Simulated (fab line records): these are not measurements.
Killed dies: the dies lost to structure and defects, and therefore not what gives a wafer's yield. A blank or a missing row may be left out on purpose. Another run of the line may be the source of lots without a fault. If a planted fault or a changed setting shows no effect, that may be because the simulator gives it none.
fab line records ; flow n5-finfet
record: lots: 7; wafers: 21
route steps=1938 shown BEOL_M7@1263 BEOL_M9@1427 BEOL_M11@1536
start-h: the number of hours between the record's first day and the start of the first shown wafer of the lot ; wait-h: hours from the lot's prior step to this one ; " the same as in the row above ; L1.1+2: several wafers, shown together as one row ; - value missing, or start not given ; * or withheld: withheld ; < > ~ a bound
route shown NAME@n: a module of which the file shows steps, and the number in the route of the first ; usual: the fault-free wafers' mean and standard deviation ; same: alike in all rows ; chamber/n: place in a boat ; sites: the reading at each site ; _std_site: standard deviation of those values ; _edge_site: the outer-site mean with the inner-site mean subtracted ; radius-mm: how far each site lies from the wafer's centre ; mask NAME#n: copy n ; behind: the most recent tool/chamber to have shaped the wafer ; hold: cause of the lot's hold/its duration in hours/its outcome ; device: whichever transistor did not switch (one of n, p or np) ; end of line: tests of these same wafers at the route's end ; a step given without rows: its recipe and nothing more ; killed: not the wafer's yield, but the dies lost to structure and defects at the first sort ; map: the dies of a wafer, with x for killed, . for not killed, _ for no die there
set.NAME: the setting as run; set.NAME@STEP: as run at that earlier step ; model.NAME: the simulator's own value behind a step, which no gauge read
lots where settings were altered on purpose, with a table for each step and a row for each wafer
== steps ==
step: N5_BEOL_M7_ILD_DEP_00
recipe: material: SiCOH_lowk; target-thk-a: 1797.5; temp-c: 300; precursor: DEMS/porogen; pressure-torr: 5; rf-w: 500; time-s: 33.4
lot.wafer;tool;chamber;start-h;wait-h;set.temp-c;model.SiCOH_lowk_of_BEOL_M7_ILD_DEP_00.thk-nm
L076.1;pecvd-02;2;216.73;0.0;300;180.8
L076.3;pecvd-02;1;216.73;0.0;300;179
L076.6;pecvd-02;0;216.73;0.0;300;181.6
L077.1;pecvd-02;1;218.44;0.0;300;179.2
L077.2;pecvd-02;2;218.44;0.0;298.2;181.8
L077.6;pecvd-02;2;218.44;0.0;298.2;186.8
L081.1;pecvd-02;2;257.19;0.0;300;179.2
L081.2;pecvd-02;1;257.19;0.0;300;175.4
L081.3;pecvd-02;0;257.19;0.0;300;180
L084.2;pecvd-03;2;270.31;0.0;294.9;183.6
L084.4;pecvd-03;0;270.31;0.0;294.9;184.8
L084.6;pecvd-03;1;270.31;0.0;300;178.8
L085.1;pecvd-02;0;273.06;0.0;300;177.6
L085.2;pecvd-02;1;273.06;0.0;300;176.4
L085.5;pecvd-02;0;273.06;0.0;294.1;187
L088.1;pecvd-01;0;303.20;0.0;300;181.6
L088.5;pecvd-01;2;303.20;0.0;294.6;189.6
L088.6;pecvd-01;0;303.20;0.0;294.6;189.4
L094.1;pecvd-03;2;362.50;0.1;300;180.2
L094.3;pecvd-03;0;362.50;0.1;300;180.4
L094.6;pecvd-03;2;362.50;0.1;300;183
step: N5_BEOL_M7_CURE_74
recipe: temp-c: 385; time-s: 240; ambient: He/Ar; material: SiCOH_lowk
lot.wafer;tool;chamber;start-h;wait-h;set.temp-c@BEOL_M7_ILD_DEP_00;model.SiCOH_lowk_of_BEOL_M7_ILD_DEP_00.thk-nm
L076.1;uv-cure-01;2;216.80;0.0;300;155.8
L076.3;uv-cure-01;2;216.80;0.0;300;154.2
L076.6;uv-cure-01;2;216.80;0.0;300;156.6
L077.1;uv-cure-01;2;218.51;0.0;300;154.4
L077.2;uv-cure-01;2;218.51;0.0;298.2;156.8
L077.6;uv-cure-01;2;218.51;0.0;298.2;161.2
L081.1;uv-cure-01;0;257.34;0.1;300;154.6
L081.2;uv-cure-01;0;257.34;0.1;300;151.2
L081.3;uv-cure-01;0;257.34;0.1;300;155.2
L084.2;uv-cure-02;1;270.45;0.1;294.9;158.4
L084.4;uv-cure-02;1;270.45;0.1;294.9;159.4
L084.6;uv-cure-02;1;270.45;0.1;300;154.2
L085.1;uv-cure-02;1;273.12;0.0;300;153.2
L085.2;uv-cure-02;1;273.12;0.0;300;152
L085.5;uv-cure-02;1;273.12;0.0;294.1;161.4
L088.1;uv-cure-03;0;303.27;0.0;300;156.6
L088.5;uv-cure-03;0;303.27;0.0;294.6;163.6
L088.6;uv-cure-03;0;303.27;0.0;294.6;163.4
L094.1;uv-cure-01;2;362.57;0.0;300;155.4
L094.3;uv-cure-01;2;362.57;0.0;300;155.6
L094.6;uv-cure-01;2;362.57;0.0;300;157.8
step: N5_BEOL_M7_THK_MEAS_01
recipe: reads: SiCOH_lowk_of_BEOL_M7_ILD_DEP_00
usual: M7_ILD_THK: 155.7/1.8
lot.wafer;tool;chamber;start-h;wait-h;set.temp-c@BEOL_M7_ILD_DEP_00;M7_ILD_THK[nm]
L076.1;film-metro-01;-;217.31;0.4;300;155.9
L076.3;film-metro-01;-;217.31;0.4;300;154.4
L076.6;film-metro-01;-;217.31;0.4;300;156.7
L077.1;film-metro-02;-;219.02;0.4;300;154.4
L077.2;film-metro-02;-;219.02;0.4;298.2;156.9
L077.6;film-metro-02;-;219.02;0.4;298.2;161.1
L081.1;film-metro-01;-;257.86;0.4;300;154.6
L081.2;film-metro-01;-;257.86;0.4;300;151.2
L081.3;film-metro-01;-;257.86;0.4;300;155.3
L084.2;film-metro-02;-;270.88;0.4;294.9;158.4
L084.4;film-metro-02;-;270.88;0.4;294.9;159.3
L084.6;film-metro-02;-;270.88;0.4;300;154.2
L085.1;film-metro-02;-;273.64;0.4;300;153.1
L085.2;film-metro-02;-;273.64;0.4;300;152.0
L085.5;film-metro-02;-;273.64;0.4;294.1;161.4
L088.1;film-metro-01;-;303.78;0.4;300;156.7
L088.5;film-metro-01;-;303.78;0.4;294.6;163.5
L088.6;film-metro-01;-;303.78;0.4;294.6;163.4
L094.1;film-metro-01;-;363.08;0.4;300;155.6
L094.3;film-metro-01;-;363.08;0.4;300;155.7
L094.6;film-metro-01;-;363.08;0.4;300;157.8
step: N5_BEOL_M7_COAT_05
recipe: resist: CAR-ArF; spin-rpm: 1500; resist-thk-nm: 90
lot.wafer;tool;chamber;start-h;wait-h;set.spin-rpm;model.CAR-ArF_of_BEOL_M7_COAT_05.thk-nm
L076.1;litho-track-03;0;-;-;1500;90.2
L076.3;litho-track-03;0;-;-;1500;90.4
L076.6;litho-track-03;0;-;-;1500;90
L077.1;litho-track-03;0;-;-;1500;90.2
L077.2;litho-track-03;0;-;-;1555;88.8
L077.6;litho-track-03;0;-;-;1500;90.6
L081.1+2;litho-track-03;0;-;-;1500;90.6
L081.3;litho-track-03;0;-;-;1500;90.4
L084.2;litho-track-04;0;-;-;1500;90.2
L084.4;litho-track-04;0;-;-;1389;93.4
L084.6;litho-track-04;0;-;-;1389;93.8
L085.1;litho-track-01;0;-;-;1500;89.6
L085.2;litho-track-01;0;-;-;1500;90
L085.5;litho-track-01;0;-;-;1417;92.4
L088.1;litho-track-01;0;-;-;1629;86
L088.5;litho-track-01;0;-;-;1500;89.4
L088.6;litho-track-01;0;-;-;1629;86.2
L094.1;litho-track-01;0;-;-;1500;90.2
L094.3;litho-track-01;0;-;-;1567;88.2
L094.6;litho-track-01;0;-;-;1500;90
step: N5_BEOL_M7_EBR_07
recipe: solvent: PGMEA; ebr-width-mm: 1.5
step: N5_BEOL_M7_SOFTBAKE_06
recipe: temp-c: 110; time-s: 60; resist: CAR-ArF
step: N5_BEOL_M7_EXPOSE_08
recipe: mask-id: M7; na: 1.35; source-shape: dipole; sigma-inner: 0.817; sigma-outer: 0.97; polarization: te; dose-mj: 68.25
step: N5_BEOL_M7_PEB_09
recipe: peb-temp-c: withheld; peb-time-s: 60; resist: CAR-ArF
step: N5_BEOL_M7_DEVELOP_10
recipe: develop-time-s: 30; developer: TMAH; resist: CAR-ArF; rinse-liquid: diw; dry: air-spin; dev-temp-c: 23
lot.wafer;tool;chamber;start-h;wait-h;set.spin-rpm@BEOL_M7_COAT_05;model.CAR-ArF_of_BEOL_M7_COAT_05.thk-nm
L076.1+3;litho-track-01;0;-;-;1500;88.6
L076.6;litho-track-01;0;-;-;1500;88.4
L077.1;litho-track-03;0;-;-;1500;88.6
L077.2;litho-track-03;0;-;-;1555;87.2
L077.6;litho-track-03;0;-;-;1500;88.8
L081.1+2;litho-track-04;0;-;-;1500;88.8
L081.3;litho-track-04;0;-;-;1500;88.6
L084.2;litho-track-04;0;-;-;1500;88.4
L084.4;litho-track-04;0;-;-;1389;91.6
L084.6;litho-track-04;0;-;-;1389;92.2
L085.1;litho-track-04;0;-;-;1500;88
L085.2;litho-track-04;0;-;-;1500;88.4
L085.5;litho-track-04;0;-;-;1417;90.6
L088.1;litho-track-03;0;-;-;1629;84.2
L088.5;litho-track-03;0;-;-;1500;87.8
L088.6;litho-track-03;0;-;-;1629;84.6
L094.1;litho-track-04;0;-;-;1500;88.6
L094.3;litho-track-04;0;-;-;1567;86.6
L094.6;litho-track-04;0;-;-;1500;88.2
step: N5_BEOL_M7_DESCUM_16
recipe: chemistry: O2; time-s: 7.9; source-power-w: 50; bias-power-w: 20; pressure-mtorr: 20; rf-frequency-hz: 2.712e+07; temp-c: 40; resist: CAR-ArF; o2-flow-sccm: 225
step: N5_BEOL_M7_ETCH_61
recipe: chemistry: CF4; target: SiARC; target-depth-a: 455; mask-material: CAR-ArF; time-s: 75.8; ion-energy-ev: 80; pressure-mtorr: 40; source-w: 545; bias-w: 36; Ar_flow_sccm: 100; cf4-flow-sccm: 100; ends: cleared
lot.wafer;tool;chamber;start-h;wait-h;set.spin-rpm@BEOL_M7_COAT_05;model.CAR-ArF_of_BEOL_M7_COAT_05.thk-nm
L076.1+3;rie-diel-01;3,0;220.26;0.0;1500;51.2
L076.6;rie-diel-01;0;220.26;0.0;1500;50.8
L077.1;rie-diel-03;2;221.14;0.0;1500;51
L077.2;rie-diel-03;1;221.14;0.0;1555;49.6
L077.6;rie-diel-03;3;221.14;0.0;1500;51.4
L081.1+3;rie-diel-02;2,0;263.06;0.0;1500;51.4
L081.2;rie-diel-02;3;263.06;0.0;1500;51.6
L084.2;rie-diel-03;0;272.61;0.0;1500;51
L084.4;rie-diel-03;1;272.61;0.0;1389;54.2
L084.6;rie-diel-03;2;272.61;0.0;1389;54.8
L085.1;rie-diel-03;3;276.07;0.0;1500;50.6
L085.2;rie-diel-03;0;276.07;0.0;1500;50.8
L085.5;rie-diel-03;3;276.07;0.0;1417;53.2
L088.1;rie-diel-03;2;304.66;0.0;1629;46.8
L088.5;rie-diel-03;3;304.66;0.0;1500;50.4
L088.6;rie-diel-03;2;304.66;0.0;1629;47
L094.1;rie-diel-02;0;366.58;0.0;1500;51.2
L094.3;rie-diel-02;3;366.58;0.0;1567;49
L094.6;rie-diel-02;3;366.58;0.0;1500;50.8
step: N5_BEOL_M9_COAT_75
recipe: resist: underlayer; temp-c: 205; time-s: 60; spin-rpm: 1500; resist-thk-nm: 5
lot.wafer;tool;chamber;start-h;wait-h;set.spin-rpm
L077.1;litho-track-03;0;-;-;1500
L077.2+6;litho-track-03;0;-;-;1658
L076.1;litho-track-04;0;-;-;1641
L076.3+6;litho-track-04;0;-;-;1500
L081.1+2+3;litho-track-04;0;-;-;1500
L084.2+4;litho-track-03;0;-;-;1500
L084.6;litho-track-03;0;-;-;1595
L085.1;litho-track-05;0;-;-;1401
L085.2+5;litho-track-05;0;-;-;1500
L088.1+5+6;litho-track-05;0;-;-;1500
L094.1+3+6;litho-track-04;0;-;-;1500
step: N5_BEOL_M9_COAT_22
recipe: resist: CAR-EUV; spin-rpm: 1500; resist-thk-nm: 30
step: N5_BEOL_M9_EBR_24
recipe: solvent: PGMEA; ebr-width-mm: 1.5
step: N5_BEOL_M9_DESCUM_33
recipe: chemistry: O2; time-s: 7; source-power-w: 50; bias-power-w: 20; pressure-mtorr: 20; rf-frequency-hz: 2.712e+07; temp-c: 40; resist: CAR-EUV; o2-flow-sccm: 225
step: N5_BEOL_M9_ETCH_76
recipe: chemistry: N2/H2; target: underlayer; target-depth-a: 65; mask-material: CAR-EUV; time-s: 5.2; ion-energy-ev: 200; pressure-mtorr: 30; source-w: 840; bias-w: 150; n2-flow-sccm: 200; h2-flow-sccm: 200; ends: cleared
lot.wafer;tool;chamber;start-h;wait-h;set.spin-rpm@BEOL_M9_COAT_75;model.etch.depth-nm
L077.1;rie-diel-01;2;249.94;0.0;1500;5.004
L077.2;rie-diel-01;0;249.94;0.0;1658;4.747
L077.6;rie-diel-01;1;249.94;0.0;1658;4.755
L076.1;rie-diel-02;3;252.24;0.0;1641;4.794
L076.3;rie-diel-02;2;252.24;0.0;1500;5.013
L076.6;rie-diel-02;3;252.24;0.0;1500;4.996
L081.1;rie-diel-02;1;283.85;0.0;1500;5.018
L081.2;rie-diel-02;3;283.85;0.0;1500;5.024
L081.3;rie-diel-02;2;283.85;0.0;1500;5.016
L084.2;rie-diel-03;1;293.58;0.0;1500;5.001
L084.4;rie-diel-03;0;293.58;0.0;1500;4.996
L084.6;rie-diel-03;1;293.58;0.0;1595;4.857
L085.1;rie-diel-01;3;296.49;0.0;1401;5.196
L085.2;rie-diel-01;1;296.49;0.0;1500;5.008
L085.5;rie-diel-01;0;296.49;0.0;1500;5.013
L088.1;rie-diel-03;0;322.13;0.0;1500;5
L088.5;rie-diel-03;1;322.13;0.0;1500;4.989
L088.6;rie-diel-03;2;322.13;0.0;1500;5.002
L094.1;rie-diel-02;1;384.61;0.0;1500;4.994
L094.3;rie-diel-02;0;384.61;0.0;1500;4.992
L094.6;rie-diel-02;2;384.61;0.0;1500;5.002
step: N5_BEOL_M11_ILD_DEP_00
recipe: material: SiCOH_lowk; target-thk-a: 3085.1; temp-c: 300; precursor: DEMS/porogen; pressure-torr: 5; rf-w: 500; time-s: 58
lot.wafer;tool;chamber;start-h;wait-h;set.time-s;model.SiCOH_lowk_of_BEOL_M11_ILD_DEP_00.thk-nm
L076.1;pecvd-02;1;268.46;0.0;62.13;331
L076.3;pecvd-02;2;268.46;0.0;62.13;325.4
L076.6;pecvd-02;0;268.46;0.0;62.13;334.4
L077.1;pecvd-02;2;269.00;0.0;64.94;345.2
L077.2;pecvd-02;0;269.00;0.0;58;308.2
L077.6;pecvd-02;1;269.00;0.0;64.94;351.4
L081.1;pecvd-03;1;294.87;0.0;58;307.8
L081.2;pecvd-03;0;294.87;0.0;58;315
L081.3;pecvd-03;2;294.87;0.0;58;304.6
L084.2;pecvd-02;1;304.85;0.0;64.41;343.2
L084.4;pecvd-02;0;304.85;0.0;64.41;342.8
L084.6;pecvd-02;1;304.85;0.0;64.41;351.8
L085.1;pecvd-02;0;308.40;0.0;58;304.4
L085.2;pecvd-02;1;308.40;0.0;58;304
L085.5;pecvd-02;2;308.40;0.0;58;313.8
L088.1;pecvd-02;0;333.35;0.0;58;303.8
L088.5;pecvd-02;1;333.35;0.0;65.57;348.4
L088.6;pecvd-02;0;333.35;0.0;58;308.2
L094.1;pecvd-03;1;401.11;0.0;58;303.4
L094.3;pecvd-03;0;401.11;0.0;64.47;345.2
L094.6;pecvd-03;2;401.11;0.0;64.47;342.2
step: N5_BEOL_M11_CURE_71
recipe: temp-c: 385; time-s: 240; ambient: He/Ar; material: SiCOH_lowk
lot.wafer;tool;chamber;start-h;wait-h;set.time-s@BEOL_M11_ILD_DEP_00;model.SiCOH_lowk_of_BEOL_M11_ILD_DEP_00.thk-nm
L076.1;uv-cure-03;0;268.54;0.0;62.13;287.8
L076.3;uv-cure-03;0;268.54;0.0;62.13;283
L076.6;uv-cure-03;0;268.54;0.0;62.13;291
L077.1;uv-cure-03;0;269.08;0.0;64.94;300.4
L077.2;uv-cure-03;0;269.08;0.0;58;267.8
L077.6;uv-cure-03;0;269.08;0.0;64.94;306
L081.1;uv-cure-02;2;294.95;0.0;58;267.4
L081.2;uv-cure-02;2;294.95;0.0;58;273.8
L081.3;uv-cure-02;2;294.95;0.0;58;264.6
L084.2;uv-cure-01;1;305.00;0.1;64.41;298.6
L084.4;uv-cure-01;1;305.00;0.1;64.41;298.4
L084.6;uv-cure-01;1;305.00;0.1;64.41;306.2
L085.1;uv-cure-03;1;308.48;0.0;58;264.4
L085.2;uv-cure-03;1;308.48;0.0;58;264
L085.5;uv-cure-03;1;308.48;0.0;58;272.8
L088.1;uv-cure-02;1;333.43;0.0;58;263.8
L088.5;uv-cure-02;1;333.43;0.0;65.57;303.4
L088.6;uv-cure-02;1;333.43;0.0;58;267.8
L094.1;uv-cure-02;1;401.19;0.0;58;263.4
L094.3;uv-cure-02;1;401.19;0.0;64.47;300.4
L094.6;uv-cure-02;1;401.19;0.0;64.47;297.8
step: N5_BEOL_M11_THK_MEAS_01
recipe: reads: SiCOH_lowk_of_BEOL_M11_ILD_DEP_00
usual: M11_ILD_THK: 268/3.7
lot.wafer;tool;chamber;start-h;wait-h;set.time-s@BEOL_M11_ILD_DEP_00;M11_ILD_THK[nm]
L076.1;film-metro-01;-;269.05;0.4;62.13;288
L076.3;film-metro-01;-;269.05;0.4;62.13;283
L076.6;film-metro-01;-;269.05;0.4;62.13;291
L077.1;film-metro-01;-;269.59;0.4;64.94;300
L077.2;film-metro-01;-;269.59;0.4;58;268
L077.6;film-metro-01;-;269.59;0.4;64.94;306
L081.1;film-metro-02;-;295.46;0.4;58;267
L081.2;film-metro-02;-;295.46;0.4;58;274
L081.3;film-metro-02;-;295.46;0.4;58;264
L084.2;film-metro-01;-;305.44;0.4;64.41;299
L084.4;film-metro-01;-;305.44;0.4;64.41;298
L084.6;film-metro-01;-;305.44;0.4;64.41;306
L085.1;film-metro-01;-;308.99;0.4;58;264
L085.2;film-metro-01;-;308.99;0.4;58;264
L085.5;film-metro-01;-;308.99;0.4;58;273
L088.1;film-metro-01;-;333.94;0.4;58;264
L088.5;film-metro-01;-;333.94;0.4;65.57;303
L088.6;film-metro-01;-;333.94;0.4;58;268
L094.1;film-metro-02;-;401.70;0.4;58;264
L094.3;film-metro-02;-;401.70;0.4;64.47;301
L094.6;film-metro-02;-;401.70;0.4;64.47;298
step: N5_BEOL_M11_EXPOSE_08
recipe: mask-id: M11; na: 1.35; source-shape: dipole; sigma-inner: 0.411; sigma-outer: 0.611; polarization: te; dose-mj: 53.75
lot.wafer;tool;chamber;start-h;wait-h;mask;set.dose-mj
L076.1+3+6;arfi-scanner-01;0;271.03;-;M11#0;53.75
L077.1+2+6;arfi-scanner-01;0;271.33;-;M11#0;53.75
L081.1+2+3;arfi-scanner-02;0;296.34;-;M11#0;53.75
L084.2+6;arfi-scanner-02;0;307.00;-;M11#0;56.12
L084.4;arfi-scanner-02;0;307.00;-;M11#0;53.75
L085.1;arfi-scanner-03;0;310.64;-;M11#0;53.75
L085.2+5;arfi-scanner-03;0;310.64;-;M11#0;56.68
L088.1+5;arfi-scanner-02;0;334.53;-;M11#0;55.58
L088.6;arfi-scanner-02;0;334.53;-;M11#0;53.75
L094.1+3+6;arfi-scanner-01;0;406.47;-;M11#0;53.75
step: N5_BEOL_M11_PEB_09
recipe: peb-temp-c: withheld; peb-time-s: 60; resist: CAR-ArF
step: N5_BEOL_M11_DEVELOP_10
recipe: develop-time-s: 30; developer: TMAH; resist: CAR-ArF; rinse-liquid: diw; dry: air-spin; dev-temp-c: 23
step: N5_BEOL_M11_CD_MEAS_11
recipe: target-cd-nm: 64.1; landing-energy-ev: 500; detector: se-inlens; polarity: opening
usual: cd-nm: 64.2/0.57
lot.wafer;tool;chamber;start-h;wait-h;set.dose-mj@BEOL_M11_EXPOSE_08;cd-nm
L076.1;cd-sem-03;0;271.16;-;53.75;65.0
L076.3;cd-sem-03;0;271.16;-;53.75;64.8
L076.6;cd-sem-03;0;271.16;-;53.75;64.1
L077.1;cd-sem-03;0;271.46;-;53.75;63.5
L077.2;cd-sem-03;0;271.46;-;53.75;63.8
L077.6;cd-sem-03;0;271.46;-;53.75;64.1
L081.1;cd-sem-02;0;296.47;-;53.75;63.7
L081.2;cd-sem-02;0;296.47;-;53.75;63.9
L081.3;cd-sem-02;0;296.47;-;53.75;64.2
L084.2;cd-sem-01;0;307.12;-;56.12;67.5
L084.4;cd-sem-01;0;307.12;-;53.75;65.6
L084.6;cd-sem-01;0;307.12;-;56.12;67.5
L085.1;cd-sem-02;0;310.76;-;53.75;63.8
L085.2;cd-sem-02;0;310.76;-;56.68;66.9
L085.5;cd-sem-02;0;310.76;-;56.68;66.3
L088.1;cd-sem-01;0;334.66;-;55.58;66.7
L088.5;cd-sem-01;0;334.66;-;55.58;65.9
L088.6;cd-sem-01;0;334.66;-;53.75;64.8
L094.1;cd-sem-01;0;406.60;-;53.75;64.2
L094.3;cd-sem-01;0;406.60;-;53.75;63.8
L094.6;cd-sem-01;0;406.60;-;53.75;64.2
step: N5_BEOL_M11_DESCUM_16
recipe: chemistry: O2; time-s: 7.9; source-power-w: 50; bias-power-w: 20; pressure-mtorr: 20; rf-frequency-hz: 2.712e+07; temp-c: 40; resist: CAR-ArF; o2-flow-sccm: 225
step: N5_BEOL_M11_ETCH_61
recipe: chemistry: CF4; target: SiARC; target-depth-a: 390; mask-material: CAR-ArF; time-s: 65; ion-energy-ev: 80; pressure-mtorr: 40; source-w: 545; bias-w: 36; Ar_flow_sccm: 100; cf4-flow-sccm: 100; ends: cleared
lot.wafer;tool;chamber;start-h;wait-h;set.dose-mj@BEOL_M11_EXPOSE_08;model.BEOL_M11.cd-offset-nm
L076.1;rie-diel-02;3;271.37;0.0;53.75;0.6
L076.3;rie-diel-02;0;271.37;0.0;53.75;1
L076.6;rie-diel-02;3;271.37;0.0;53.75;-0.4
L077.1;rie-diel-01;3;271.65;0.0;53.75;-0.2
L077.2;rie-diel-01;2;271.65;0.0;53.75;-0.4
L077.6;rie-diel-01;3;271.65;0.0;53.75;0
L081.1;rie-diel-01;0;296.92;0.0;53.75;-0.6
L081.2+3;rie-diel-01;1,2;296.92;0.0;53.75;0
L084.2;rie-diel-03;2;307.28;0.0;56.12;3.6
L084.4;rie-diel-03;0;307.28;0.0;53.75;1.4
L084.6;rie-diel-03;0;307.28;0.0;56.12;3
L085.1;rie-diel-01;0;310.89;0.0;53.75;-0.4
L085.2;rie-diel-01;2;310.89;0.0;56.68;2.8
L085.5;rie-diel-01;1;310.89;0.0;56.68;2.2
L088.1;rie-diel-01;0;336.43;0.0;55.58;2.6
L088.5;rie-diel-01;1;336.43;0.0;55.58;2.2
L088.6;rie-diel-01;0;336.43;0.0;53.75;0.6
L094.1;rie-diel-01;1;406.72;0.0;53.75;0.4
L094.3;rie-diel-01;3;406.72;0.0;53.75;0.2
L094.6;rie-diel-01;2;406.72;0.0;53.75;-0.2
step: N5_BEOL_M11_ETCH_62
recipe: chemistry: N2/H2; target: SOC; target-depth-a: 1100; overetch-a: 220; mask-material: SiARC; temp-c: 40; time-s: 165; ion-energy-ev: 200; pressure-mtorr: 30; source-w: 840; bias-w: 150; n2-flow-sccm: 200; h2-flow-sccm: 200
lot.wafer;tool;chamber;start-h;wait-h;set.dose-mj@BEOL_M11_EXPOSE_08;model.BEOL_M11.cd-offset-nm
L076.1;rie-diel-02;3;271.42;0.0;53.75;0.6
L076.3;rie-diel-02;0;271.42;0.0;53.75;0.8
L076.6;rie-diel-02;3;271.42;0.0;53.75;-0.4
L077.1;rie-diel-01;3;271.70;0.0;53.75;-0.4
L077.2;rie-diel-01;2;271.70;0.0;53.75;-1
L077.6;rie-diel-01;3;271.70;0.0;53.75;-0.2
L081.1+2;rie-diel-01;0,1;296.97;0.0;53.75;-0.4
L081.3;rie-diel-01;2;296.97;0.0;53.75;-0.6
L084.2;rie-diel-03;2;307.33;0.0;56.12;3.6
L084.4;rie-diel-03;0;307.33;0.0;53.75;1.4
L084.6;rie-diel-03;0;307.33;0.0;56.12;3
L085.1;rie-diel-01;0;310.94;0.0;53.75;-0.2
L085.2;rie-diel-01;2;310.94;0.0;56.68;2.4
L085.5;rie-diel-01;1;310.94;0.0;56.68;1.8
L088.1;rie-diel-01;0;336.48;0.0;55.58;2.8
L088.5;rie-diel-01;1;336.48;0.0;55.58;1.8
L088.6;rie-diel-01;0;336.48;0.0;53.75;0.8
L094.1;rie-diel-01;1;406.77;0.0;53.75;0.4
L094.3;rie-diel-01;3;406.77;0.0;53.75;0
L094.6;rie-diel-01;2;406.77;0.0;53.75;-0.6
step: N5_BEOL_M11_STRIP_68
recipe: chemistry: N2/H2; temp-c: 40; n2-flow-sccm: 200; h2-flow-sccm: 200; rf-frequency-hz: 6e+07
step: N5_BEOL_M11_STRIP_67
recipe: chemistry: CF4; resist: SiARC; power-w: 300; bias-power-w: 75; pressure-mtorr: 50; cf4-flow-sccm: 150; rf-frequency-hz: 6e+07
step: N5_BEOL_M11_HM_OPEN_17
recipe: chemistry: Cl2/BCl3; target-depth-a: 200; overetch-a: 60; target: TiN; mask-material: SOC; ion-energy-ev: 150; pressure-mtorr: 10; icp-w: 1000; bias-w: 126; Cl2_flow_sccm: 53.25; bcl3-flow-sccm: 21.75; Ar_flow_sccm: 25
lot.wafer;tool;chamber;start-h;wait-h;set.dose-mj@BEOL_M11_EXPOSE_08;model.BEOL_M11.cd-offset-nm
L076.1+3;rie-metal-01;1;271.61;0.0;53.75;0.6
L076.6;rie-metal-01;1;271.61;0.0;53.75;-0.4
L077.1;rie-metal-01;1;271.89;0.0;53.75;-0.4
L077.2;rie-metal-01;1;271.89;0.0;53.75;-1
L077.6;rie-metal-01;1;271.89;0.0;53.75;-0.2
L081.1+3;rie-metal-01;1,0;297.16;0.0;53.75;-0.4
L081.2;rie-metal-01;0;297.16;0.0;53.75;-0.2
L084.2;rie-metal-03;0;307.52;0.0;56.12;3.6
L084.4;rie-metal-03;1;307.52;0.0;53.75;1.4
L084.6;rie-metal-03;0;307.52;0.0;56.12;2.8
L085.1;rie-metal-03;0;311.13;0.0;53.75;-0.4
L085.2;rie-metal-03;1;311.13;0.0;56.68;2.4
L085.5;rie-metal-03;0;311.13;0.0;56.68;1.8
L088.1;rie-metal-01;1;336.67;0.0;55.58;2.8
L088.5;rie-metal-01;1;336.67;0.0;55.58;1.8
L088.6;rie-metal-01;0;336.67;0.0;53.75;0.8
L094.1;rie-metal-03;0;406.96;0.0;53.75;0.2
L094.3;rie-metal-03;1;406.96;0.0;53.75;0
L094.6;rie-metal-03;0;406.96;0.0;53.75;-0.8
== key ==
split: step: N5_BEOL_M7_ILD_DEP_00; setting: temp-c; stated: 300; by: wafer
response: step: N5_BEOL_M7_ILD_DEP_00; reading: model.SiCOH_lowk_of_BEOL_M7_ILD_DEP_00.thk-nm; change: -4.45; per: 1%; r: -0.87
response: step: N5_BEOL_M7_CURE_74; reading: model.SiCOH_lowk_of_BEOL_M7_ILD_DEP_00.thk-nm; change: -3.91; per: 1%; r: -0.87
response: step: N5_BEOL_M7_THK_MEAS_01; reading: M7_ILD_THK; change: -3.88; per: 1%; r: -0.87
split: step: N5_BEOL_M7_COAT_05; setting: spin-rpm; stated: 1500; by: wafer
response: step: N5_BEOL_M7_COAT_05; reading: model.CAR-ArF_of_BEOL_M7_COAT_05.thk-nm; change: -0.427; per: 1%; r: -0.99
response: step: N5_BEOL_M7_DEVELOP_10; reading: model.CAR-ArF_of_BEOL_M7_COAT_05.thk-nm; change: -0.425; per: 1%; r: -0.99
response: step: N5_BEOL_M7_ETCH_61; reading: model.CAR-ArF_of_BEOL_M7_COAT_05.thk-nm; change: -0.439; per: 1%; r: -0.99
split: step: N5_BEOL_M9_COAT_75; setting: spin-rpm; stated: 1500; by: wafer
response: step: N5_BEOL_M9_ETCH_76; reading: model.etch.depth-nm; change: -0.0239; per: 1%; r: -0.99
split: step: N5_BEOL_M11_ILD_DEP_00; setting: time-s; stated: 58; by: wafer
response: step: N5_BEOL_M11_ILD_DEP_00; reading: model.SiCOH_lowk_of_BEOL_M11_ILD_DEP_00.thk-nm; change: +3.39; per: 1%; r: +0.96
response: step: N5_BEOL_M11_CURE_71; reading: model.SiCOH_lowk_of_BEOL_M11_ILD_DEP_00.thk-nm; change: +3; per: 1%; r: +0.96
response: step: N5_BEOL_M11_THK_MEAS_01; reading: M11_ILD_THK; change: +2.99; per: 1%; r: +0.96
split: step: N5_BEOL_M11_EXPOSE_08; setting: dose-mj; stated: 53.75; by: wafer
response: step: N5_BEOL_M11_CD_MEAS_11; reading: cd-nm; change: +0.469; per: 1%; r: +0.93
response: step: N5_BEOL_M11_ETCH_61; reading: model.BEOL_M11.cd-offset-nm; change: +0.499; per: 1%; r: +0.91
response: step: N5_BEOL_M11_ETCH_62; reading: model.BEOL_M11.cd-offset-nm; change: +0.428; per: 1%; r: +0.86
response: step: N5_BEOL_M11_HM_OPEN_17; reading: model.BEOL_M11.cd-offset-nm; change: +0.439; per: 1%; r: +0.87
